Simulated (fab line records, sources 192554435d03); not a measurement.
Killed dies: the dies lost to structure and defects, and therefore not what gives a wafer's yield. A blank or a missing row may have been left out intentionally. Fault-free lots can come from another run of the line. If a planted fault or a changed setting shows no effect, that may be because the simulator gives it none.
fab line records	flow n5-finfet
record lots=5	wafers=14	last-day=17
route steps=1938 shown BEOL_M14@1718
lots with no fault: from the same line, run without faults
start-h: the number of hours between the record's first day and the start of the first shown wafer of the lot	wait-h: hours elapsed since this lot's preceding step	" repeats the value in the row above	L1.1+2: several wafers, shown together as one row	- no value present, or no start provided	* or withheld: withheld	< > ~ a bound
route shown NAME@n: names a module that has steps shown in the file, with the first one's number in the route	usual: the fault-free wafers' mean and standard deviation	same: alike in all rows	chamber/n: place in a boat	sites: the reading at each site	_std_site: standard deviation of those values	_edge_site: outer sites' mean less inner sites'	radius-mm: for every site, how far away it sits from the centre of the wafer	mask NAME#n: copy n	behind: the last tool/chamber to shape the wafer	hold: reason for holding the lot/hours on hold/outcome of the hold	device: which transistor (n, p or np) failed to switch	end of line: tests run on the same wafers once the route is complete	where a step has no rows: the recipe by itself	killed: dies lost to structure and defects at the first sort, not the wafer's yield	map: dies across one wafer; x = killed, . = not, _ = none there
set.NAME: the run value of the setting; set.NAME@STEP: its run value at that earlier step	model.NAME: the simulator's own value behind a step, which no gauge read
a table for each step, a row for each wafer; lots at some steps of the route
services: the hour from which a tool's chamber was out of use, counted from the record's first day as start-h (under 0 if before that day), plus the number of hours and why
## steps
# step N5_BEOL_M14_COAT_58
# recipe resist=BARC	temp-c=205	time-s=60	spin-rpm=1500	resist-thk-nm=89
# step N5_BEOL_M14_COAT_04
# recipe spin-rpm=1704	resist-thk-nm=800
# step N5_BEOL_M14_EBR_06
# recipe solvent=PGMEA	ebr-width-mm=1.5
# step N5_BEOL_M14_SOFTBAKE_05
# recipe temp-c=130	time-s=60
# step N5_BEOL_M14_EXPOSE_07
# recipe mask-id=V13	na=0.8	source-shape=annular	sigma-inner=0.5	sigma-outer=0.8	polarization=unpolarized	attpsm-phase-deg=180	dose-mj=57
# step N5_BEOL_M14_PEB_08
# recipe peb-temp-c=130	peb-time-s=90
# step N5_BEOL_M14_DEVELOP_09
# recipe develop-time-s=45	rinse-liquid=diw	dry=air-spin	dev-temp-c=21
# step N5_BEOL_M14_HARDBAKE_14
# recipe temp-c=130	time-s=120
# step N5_BEOL_M14_CD_MEAS_10
# recipe target-cd-nm=250	landing-energy-ev=500	detector=se-inlens	polarity=opening
# usual cd-nm=250.3/1.2
lot.wafer	tool	chamber	start-h	wait-h	cd-nm
L891.1	cd-sem-03	0	283.32	-	251.1
L891.3	"	0	"	"	252.7
L891.4	"	0	"	"	253.2
L893.1	cd-sem-01	0	288.17	-	250.1
L893.4	"	0	"	"	249.7
L895.2	cd-sem-01	0	302.94	-	250.2
L895.4	"	0	"	"	247.9
L895.5	"	0	"	"	249.6
L901.2	cd-sem-02	0	351.47	-	251.2
L901.4	"	0	"	"	251.3
L901.6	"	0	"	"	251.6
L906.2	cd-sem-01	0	385.69	-	249.1
L906.3	"	0	"	"	248.0
L906.5	"	0	"	"	249.5
# step N5_BEOL_M14_OVL_MEAS_11
# recipe points-per-wafer=44
# usual V13_OVL=0/4.5
lot.wafer	tool	chamber	start-h	wait-h	V13_OVL[nm]
L891.1	overlay-02	0	283.35	0.0	2
L891.3	"	0	"	"	7
L891.4	"	0	"	"	12
L893.1	overlay-01	0	288.20	0.0	9
L893.4	"	0	"	"	5
L895.2	overlay-02	0	302.97	0.0	0
L895.4	"	0	"	"	-2
L895.5	"	0	"	"	-1
L901.2	overlay-02	0	351.50	0.0	-1
L901.4	"	0	"	"	2
L901.6	"	0	"	"	4
L906.2	overlay-02	0	385.72	0.0	5
L906.3	"	0	"	"	-9
L906.5	"	0	"	"	1
# step N5_BEOL_M14_INSPECT_12
# recipe mode=adi	inspect-instrument=macro
# usual raw-defect-count=2.1/1.5
lot.wafer	tool	chamber	start-h	wait-h	raw-defect-count
L891.1	defect-inspect-02	-	283.37	0.0	0
L891.3	"	-	"	"	2
L891.4	"	-	"	"	4
L893.1	defect-inspect-01	-	288.23	0.0	0
L893.4	"	-	"	"	0
L895.2	defect-inspect-01	-	302.99	0.0	2
L895.4	"	-	"	"	5
L895.5	"	-	"	"	0
L901.2	defect-inspect-02	-	351.52	0.0	0
L901.4	"	-	"	"	3
L901.6	"	-	"	"	1
L906.2	defect-inspect-02	-	385.74	0.0	2
L906.3	"	-	"	"	1
L906.5	"	-	"	"	4
# step N5_BEOL_M14_DESCUM_15
# recipe chemistry=O2	time-s=7.9	source-power-w=50	bias-power-w=20	pressure-mtorr=20	rf-frequency-hz=2.712e+07	temp-c=40	o2-flow-sccm=225
# usual drypump-motor-current-A=5.6/0.53	oes-product-au=0.81/0.084	rf-vpp-V=243.1/1.2	showerhead-plenum-p-Torr=2.09/0.065	throttle-valve-pct=20.40/0.23
lot.wafer	tool	chamber	start-h	wait-h	drypump-motor-current-A	oes-product-au	rf-hours-counter-h	rf-vpp-V	showerhead-plenum-p-Torr	throttle-valve-pct
L891.1	rie-diel-01	0	283.41	0.0	5.3	0.89	47	243.4	2.14	20.69
L891.3	"	2	"	"	5.5	0.69	215	243.2	2.07	20.31
L891.4	"	3	"	"	5.8	0.84	69	244.9	2.13	20.41
L893.1	rie-diel-01	0	288.27	0.0	5.3	0.88	49	241.9	2.13	20.70
L893.4	"	2	"	"	5.5	0.70	217	243.5	2.07	20.32
L895.2	rie-diel-04	3	303.02	0.0	5.6	0.69	239	242.2	1.97	20.25
L895.4	"	3	"	"	5.6	0.70	-	240.7	1.97	20.25
L895.5	"	0	"	"	5.6	0.89	-	240.3	2.05	20.58
L901.2	rie-diel-06	2	351.56	0.0	5.4	0.83	70	242.1	2.03	20.34
L901.4	"	0	"	"	5.5	0.71	209	243.8	2.16	20.66
L901.6	"	2	"	"	5.4	0.83	-	242.2	2.03	20.34
L906.2	rie-diel-01	0	386.33	0.6	5.3	0.83	84	243.9	2.12	20.75
L906.3	"	3	"	"	5.8	0.81	103	244.4	2.12	20.45
L906.5	"	1	"	"	4.8	0.81	-	241.6	2.02	20.16
# step N5_BEOL_M14_ETCH_59
# recipe chemistry=N2/H2	target=BARC	target-depth-a=890	overetch-a=267	time-s=67.9	ion-energy-ev=200	pressure-mtorr=30	source-w=840	bias-w=150	n2-flow-sccm=200	h2-flow-sccm=200
# usual drypump-motor-current-A=5.6/0.53	oes-product-au=0.69/0.069	rf-vpp-V=523.8/2.3	showerhead-plenum-p-Torr=2.54/0.077	throttle-valve-pct=17.85/0.19
lot.wafer	tool	chamber	start-h	wait-h	drypump-motor-current-A	oes-product-au	rf-hours-counter-h	rf-vpp-V	showerhead-plenum-p-Torr	throttle-valve-pct	model.coat_of_BEOL_M14_COAT_04.thk-nm	model.etch.depth-nm
L891.1	rie-diel-01	0	283.44	0.0	5.3	0.73	47	526.4	2.60	18.11	719.2	89.69
L891.3	"	2	"	"	5.5	0.59	215	525.1	2.51	17.83	719.6	89.36
L891.4	"	3	"	"	5.8	0.73	69	524.9	2.59	17.81	720.6	89.56
L893.1	rie-diel-01	0	288.31	0.0	5.4	0.67	49	525.8	2.60	18.08	740.6	75.2
L893.4	"	2	"	"	5.5	0.59	217	522.6	2.51	17.85	719	89.17
L895.2	rie-diel-04	3	303.06	0.0	5.7	0.61	239	520.4	2.40	17.79	716.6	88.98
L895.4	"	3	"	"	5.7	0.61	-	519.9	2.40	17.78	715.4	89.07
L895.5	"	0	"	"	5.6	0.76	-	522.8	2.49	17.95	713.6	89.36
L901.2	rie-diel-06	2	351.59	0.0	5.4	0.71	70	522.9	2.47	17.75	721	89.17
L901.4	"	0	"	"	5.5	0.60	209	527.1	2.62	18.11	721.6	89.37
L901.6	"	2	"	"	5.4	0.72	-	522.3	2.47	17.75	721.8	89.29
L906.2	rie-diel-01	0	386.37	0.0	5.4	0.70	84	524.8	2.58	18.19	718.2	88.95
L906.3	"	3	"	"	5.8	0.70	103	524.9	2.57	17.87	721	89.1
L906.5	"	1	"	"	4.9	0.69	-	523.1	2.46	17.69	719.4	89.21
# step N5_BEOL_M14_VIA_ETCH_16
# recipe chemistry=C4F8/O2/Ar	target=SiO2	he-inner-torr=15	he-outer-torr=30	target-depth-a=12313	time-s=withheld	ion-energy-ev=800	pressure-mtorr=20	source-w=1905	bias-w=2040	Ar_flow_sccm=400	C4F8_flow_sccm=16	O2_flow_sccm=12	ends=cleared
# usual C4F8_flow_sccm=16.00/0.051	O2_flow_sccm=12.01/0.036	drypump-motor-current-A=5.6/0.53	oes-product-au=0.73/0.076	rf-vpp-V=2207/14	showerhead-plenum-p-Torr=3.43/0.092	throttle-valve-pct=30.85/0.22
lot.wafer	tool	chamber	start-h	wait-h	C4F8_flow_sccm	O2_flow_sccm	drypump-motor-current-A	oes-product-au	rf-vpp-V	showerhead-plenum-p-Torr	throttle-valve-pct	model.coat_of_BEOL_M14_COAT_04.thk-nm
L891.1	rie-diel-01	0	283.49	0.0	16.00	12.03	5.3	0.79	2215	3.50	31.22	456
L891.3	"	2	"	"	16.04	12.03	5.5	0.64	2221	3.42	30.80	459.6
L891.4	"	3	"	"	16.04	12.00	5.8	0.76	2198	3.47	30.70	455.6
L893.1	rie-diel-01	0	288.36	0.0	16.01	11.97	5.4	0.80	2214	3.50	31.23	477.2
L893.4	"	2	"	"	16.00	11.98	5.5	0.63	2220	3.42	30.81	452.6
L895.2	rie-diel-04	3	303.11	0.0	15.95	11.98	5.6	0.63	2215	3.25	30.61	452.4
L895.4	"	3	"	"	15.95	11.98	5.6	0.64	2215	3.26	30.60	447.2
L895.5	"	0	"	"	15.99	12.03	5.6	0.80	2206	3.38	31.17	445.4
L901.2	rie-diel-06	2	351.64	0.0	16.07	12.08	5.4	0.75	2197	3.36	30.88	462.6
L901.4	"	0	"	"	16.06	12.00	5.5	0.64	2227	3.53	31.01	454.8
L901.6	"	2	"	"	15.99	12.10	5.4	0.74	2196	3.36	30.89	457.6
L906.2	rie-diel-01	0	386.42	0.0	15.95	12.01	5.4	0.74	2213	3.48	31.26	459
L906.3	"	3	"	"	15.95	12.00	5.8	0.73	2196	3.45	30.75	457.2
L906.5	"	1	"	"	15.99	12.03	4.8	0.73	2186	3.33	30.68	456.6
# step N5_BEOL_M14_STRIP_63
# recipe chemistry=O2	power-w=600	temp-c=60	pressure-mtorr=30	rf-frequency-hz=6e+07	bias-power-w=0	overash-fraction=0.3	o2-flow-sccm=225
# usual drypump-motor-current-A=5.6/0.53	oes-product-au=0.81/0.085	rf-vpp-V=3.7/0.81	showerhead-plenum-p-Torr=2.09/0.065	throttle-valve-pct=16.64/0.22
lot.wafer	tool	chamber	start-h	wait-h	drypump-motor-current-A	oes-product-au	rf-hours-counter-h	rf-vpp-V	showerhead-plenum-p-Torr	throttle-valve-pct
L891.1	rie-diel-01	0	-	-	5.4	0.88	47	2.3	2.14	16.86
L891.3	"	2	"	"	5.5	0.69	215	3.7	2.07	16.64
L891.4	"	3	"	"	5.8	0.84	69	3.1	2.13	16.61
L893.1	rie-diel-01	0	-	-	5.4	0.87	49	3.5	2.14	16.88
L893.4	"	2	"	"	5.5	0.69	217	3.3	2.07	16.64
L895.2	rie-diel-04	3	-	-	5.6	0.70	239	4.2	1.98	16.55
L895.4	"	3	"	"	5.6	0.70	-	3.4	1.98	16.55
L895.5	"	0	"	"	5.6	0.91	-	4.9	2.06	16.76
L901.2	rie-diel-06	2	-	-	5.4	0.83	70	4.5	2.03	16.59
L901.4	"	0	"	"	5.5	0.71	209	4.2	2.16	16.94
L901.6	"	2	"	"	5.4	0.83	-	4.1	2.04	16.60
L906.2	rie-diel-01	0	-	-	5.3	0.82	84	4.9	2.13	16.92
L906.3	"	3	"	"	5.8	0.80	103	3.0	2.12	16.72
L906.5	"	1	"	"	4.9	0.81	-	4.5	2.02	16.44
# step N5_BEOL_M14_STRIP_64
# recipe chemistry=O2	power-w=600	temp-c=60	pressure-mtorr=30	rf-frequency-hz=6e+07	bias-power-w=0	overash-fraction=0.3	o2-flow-sccm=225
# usual drypump-motor-current-A=5.6/0.53	oes-product-au=0.81/0.086	rf-vpp-V=3.7/0.44	showerhead-plenum-p-Torr=2.09/0.065	throttle-valve-pct=16.63/0.22
lot.wafer	tool	chamber	start-h	wait-h	drypump-motor-current-A	oes-product-au	rf-hours-counter-h	rf-vpp-V	showerhead-plenum-p-Torr	throttle-valve-pct
L891.1	rie-diel-01	0	-	-	5.3	0.88	47	3.8	2.14	16.85
L891.3	"	2	"	"	5.5	0.70	215	3.9	2.07	16.61
L891.4	"	3	"	"	5.8	0.84	69	3.4	2.13	16.65
L893.1	rie-diel-01	0	-	-	5.3	0.87	49	2.9	2.14	16.87
L893.4	"	2	"	"	5.5	0.70	217	4.0	2.07	16.63
L895.2	rie-diel-04	3	-	-	5.6	0.70	239	3.3	1.98	16.56
L895.4	"	3	"	"	5.6	0.70	-	3.7	1.98	16.55
L895.5	"	0	"	"	5.6	0.88	-	3.7	2.06	16.76
L901.2	rie-diel-06	2	-	-	5.4	0.84	70	3.7	2.03	16.57
L901.4	"	0	"	"	5.5	0.70	209	3.1	2.16	16.93
L901.6	"	2	"	"	5.4	0.83	-	3.8	2.03	16.58
L906.2	rie-diel-01	0	-	-	5.3	0.83	84	3.5	2.13	16.92
L906.3	"	3	"	"	5.8	0.79	103	3.9	2.12	16.70
L906.5	"	1	"	"	4.9	0.80	-	3.1	2.02	16.44
# step N5_BEOL_M14_STRIP_71
# recipe chemistry=post-etch-residue-remover	time-s=60	temp-c=25	remover-ph=withheld	remover-water-wt-pct=withheld	remover-fluoride-wt-pct=withheld
# step N5_BEOL_M14_SRD_72
# recipe time-s=30	temp-c=23	rinse-liquid=diw	dry=n2-spin	spin-rpm=1500	dry-time-s=30
# step N5_BEOL_M14_CD_MEAS_17
# recipe target-cd-nm=250	polarity=opening
# usual cd-nm=251.1/1.4
lot.wafer	tool	chamber	start-h	wait-h	cd-nm
L891.1	cd-sem-01	-	283.85	0.0	252.7
L891.3	"	-	"	"	253.7
L891.4	"	-	"	"	253.7
L893.1	cd-sem-02	-	288.71	0.0	244.7
L893.4	"	-	"	"	249.4
L895.2	cd-sem-03	-	303.46	0.0	249.6
L895.4	"	-	"	"	248.2
L895.5	"	-	"	"	249.8
L901.2	cd-sem-01	-	351.99	0.0	251.7
L901.4	"	-	"	"	252.7
L901.6	"	-	"	"	253.2
L906.2	cd-sem-01	-	386.77	0.0	250.3
L906.3	"	-	"	"	250.8
L906.5	"	-	"	"	250.4
# step N5_BEOL_M14_COAT_65
# recipe resist=SOC	temp-c=250	time-s=60	spin-rpm=1500	resist-thk-nm=450
## services
tool	chamber	start-h	hours	kind
rie-diel-04	0	265.68	8.2	repair
rie-diel-06	2	272.24	7.4	repair
rie-diel-04	1	282.28	-	clean
rie-diel-04	1	282.28	-	consumable-replace:focus-ring
rie-diel-04	1	282.28	15.7	scheduled-down
rie-diel-04	1	282.28	15.7	vent-cycle
rie-diel-06	1	298.26	-	clean
rie-diel-06	1	298.26	-	consumable-replace:focus-ring
rie-diel-06	1	298.26	15.7	scheduled-down
rie-diel-06	1	298.26	15.7	vent-cycle
rie-diel-04	2	302.97	9.8	repair
rie-diel-04	3	333.62	-	clean
rie-diel-04	3	333.62	-	consumable-replace:focus-ring
rie-diel-04	3	333.62	-	consumable-replace:showerhead
rie-diel-04	3	333.62	16.5	scheduled-down
rie-diel-04	3	333.62	16.5	vent-cycle
rie-diel-04	3	365.39	33.5	repair
rie-diel-01	3	375.61	9.6	repair
rie-diel-01	2	385.28	-	clean
rie-diel-01	2	385.28	-	consumable-replace:focus-ring
rie-diel-01	2	385.28	18.3	scheduled-down
rie-diel-01	2	385.28	18.3	vent-cycle
## key
first-sign step=N5_BEOL_M14_CD_MEAS_17	reading=cd-nm	direction=down	sigmas=4.6	usual=251.1	struck=244.7
effect none on later readings
model-effect step=N5_BEOL_M14_ETCH_59	value=coat_of_BEOL_M14_COAT_04.thk-nm	without=716.8	struck=740.6
model-effect step=N5_BEOL_M14_VIA_ETCH_16	value=coat_of_BEOL_M14_COAT_04.thk-nm	without=453.4	struck=477.2
met-at N5_BEOL_M14_ETCH_59
struck-wafers L893.1
onset-between 283.44 288.31
fault kind=process-parameter-drift	tool=rie-diel-01	chamber=-	onset-h=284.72	steps=N5_BEOL_M14_ETCH_59	channel=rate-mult	offset=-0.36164	shape=step	end-h=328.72	scope=struck-wafers-only
